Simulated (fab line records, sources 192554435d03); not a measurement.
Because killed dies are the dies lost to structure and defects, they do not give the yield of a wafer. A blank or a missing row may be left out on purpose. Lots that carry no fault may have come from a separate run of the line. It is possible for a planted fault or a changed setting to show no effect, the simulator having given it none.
Problem report in the 8D (eight disciplines) form, filled by code	flow n5Finfet	the parts of the form that need people (team, actions taken, sign-off) are left out

== 1. PROBLEM STATEMENT ==
Mean of oesProductAu at N5_BEOL_M11_VIA_ETCH_34: 1.15 a.u. across 2 wafers in 2 lots; on wafers with no fault it is 0.80 a.u. (standard deviation 0.078). Relative to the usual mean, that is a shift of +4.4 standard deviations.
The step: etches SiCOH lowk in C4F6/O2, target depth 184.5 nm, time 69.2 s.
Seen first at day 14 09:47 on rieDiel-06, wafer L432.3. The record has a number at this step for 17 wafers belonging to 6 lots. Rule for "out", or "out of limits": more than 4 standard deviations from the usual mean. The rest of the wafers with a number are treated as sound.

== 2. WHAT IT IS; WHAT IT IS NOT ==
question	is	is not
which readings at this step	oesProductAu	drypumpMotorCurrentA, rfVppV, showerheadPlenumPTorr, throttleValvePct
which lots	L432, L436	L428, L429, L444, L447
which wafers of those lots	L432.3, L436.3	L432.4, L436.2, L436.6
read on which tools	rieDiel-06	rieDiel-02
when	from day 14 09:47	up to then (7 sound wafers); but 8 sound wafers of L436, L444, L447 came after

== 3. SUSPECTS, AND WHAT RULES EACH OUT ==
Counting: a tool at a process step up to the reading stays a suspect if it ran every lot that is out. Sound lots after the first of them don't rule it out here, since some wafers of a struck lot are sound.
- rieDiel-06 at N5_BEOL_M11_DESCUM_33 (chemistry O2, time 7.9 s): kept. It ran every lot that is out, first L432 (day 14 09:35); its last sound lot up to then is L428 (day 13 05:47).
- rieDiel-06 at N5_BEOL_M11_ETCH_65 (etches SiARC in CF4, target depth 39 nm, time 65 s): kept. It ran every lot that is out, first L432 (day 14 09:37); its last sound lot up to then is L428 (day 13 05:50).
- rieDiel-06 at N5_BEOL_M11_ETCH_66 (etches SOC in N2/H2, target depth 120 nm, overetch 24 nm, time 180 s): kept. It ran every lot that is out, first L432 (day 14 09:40); its last sound lot up to then is L428 (day 13 05:53).
- rieDiel-06 at N5_BEOL_M11_VIA_ETCH_34 (etches SiCOH lowk in C4F6/O2, target depth 184.5 nm, time 69.2 s): kept. It ran every lot that is out, first L432 (day 14 09:47); its last sound lot up to then is L428 (day 13 06:00). On those wafers its own readings are out: oesProductAu.
- Within rieDiel-06 at N5_BEOL_M11_DESCUM_33: the wafers that are out ran in chambers 0, 2; their sound lot-mates ran in chamber 1.
- Within rieDiel-06 at N5_BEOL_M11_ETCH_65: the wafers that are out ran in chambers 0, 2; their sound lot-mates ran in chamber 1.
- Within rieDiel-06 at N5_BEOL_M11_ETCH_66: the wafers that are out ran in chambers 0, 2; their sound lot-mates ran in chamber 1.
- Within rieDiel-06 at N5_BEOL_M11_VIA_ETCH_34: the wafers that are out ran in chambers 0, 2; their sound lot-mates ran in chamber 1.
Left after counting: rieDiel-06 at N5_BEOL_M11_DESCUM_33, rieDiel-06 at N5_BEOL_M11_ETCH_65, rieDiel-06 at N5_BEOL_M11_ETCH_66, rieDiel-06 at N5_BEOL_M11_VIA_ETCH_34.

== 4. THE CAUSE (what the simulator had put in) ==
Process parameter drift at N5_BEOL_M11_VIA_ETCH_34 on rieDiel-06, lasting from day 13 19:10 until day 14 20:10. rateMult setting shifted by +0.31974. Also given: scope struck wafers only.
4 suspects survive the count, and this tool is in that group.

== 5. THE CHAIN OF EFFECTS, in route order ==
One row per reading whose mean, taken over the struck wafers that have a number, lies over 3 standard deviations from the usual. Only readings whose record carries a usual standard deviation are examined. hours: median over the lots of the time between each lot's start at the first step of this table that gives one and its start at this step. sigmas: the change, counted in usual standard deviations.
hours	step	reading	usual	on struck wafers	change	sigmas
0	N5_BEOL_M11_VIA_ETCH_34	oesProductAu	0.80 a.u.	1.15	+0.34	+4.4
Here are the process steps it includes:
- N5_BEOL_M11_VIA_ETCH_34: etches SiCOH lowk in C4F6/O2, target depth 184.5 nm, time 69.2 s.

== 6. WHAT WOULD HAVE CAUGHT IT SOONER ==
The fault began at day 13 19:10; the first out-of-limits reading in this record came at day 14 09:47, 15 hours later.
